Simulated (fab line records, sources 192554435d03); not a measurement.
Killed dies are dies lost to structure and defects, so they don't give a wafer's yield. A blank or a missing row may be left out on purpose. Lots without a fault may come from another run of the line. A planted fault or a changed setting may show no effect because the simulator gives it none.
Chamber matching | flow n5_finfet | N5_BEOL_M11_CVD_75 on cvd_co-02: 3 sister chambers
The step deposits Co from CCTBA/H2, target thk 2 nm, time 138.9 s. 6 wafers are shown with their chamber, then 6 later ones without.

WAFERS WITH THEIR CHAMBER
wafer  | chamber | run_length_s (s)
L319.3 | 0       | 162.5
L320.2 | 1       | 162.2
L326.1 | 0       | 162.6
L326.6 | 2       | 162.0
L329.1 | 1       | 162.2
L329.5 | 2       | 162.1

WAFERS WITHOUT THEIR CHAMBER
wafer  | run_length_s (s)
L329.6 | 162.3
L331.2 | 161.9
L331.4 | 162.7
L333.3 | 162.3
L333.5 | 162.3
L333.6 | 162.2

WHICH CHAMBER EACH WENT THROUGH
wafer  | from the rows above | in truth
L329.6 | 1                   | 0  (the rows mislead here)
L331.2 | 2                   | 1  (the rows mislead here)
L331.4 | 0                   | 0
L333.3 | 1                   | 1
L333.5 | 1                   | 1
L333.6 | 1                   | 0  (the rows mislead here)
Placed correctly: 3 of 6. Can't be placed from these rows: 0. Placed wrongly: 3.
How it was worked out, from the rows above alone: a wafer's distance from a chamber is the root of the sum, over the readings, of the square of ((its reading less the chamber's mean) divided by the reading's scatter). The wafer belongs to the nearest chamber; if the next one is less than 2 further off, it can't be placed. A chamber's mean is the mean of its shown wafers. The scatter: the root of (the sum of the squares of (reading less its chamber's mean) over the shown wafers, divided by (wafers less chambers)).
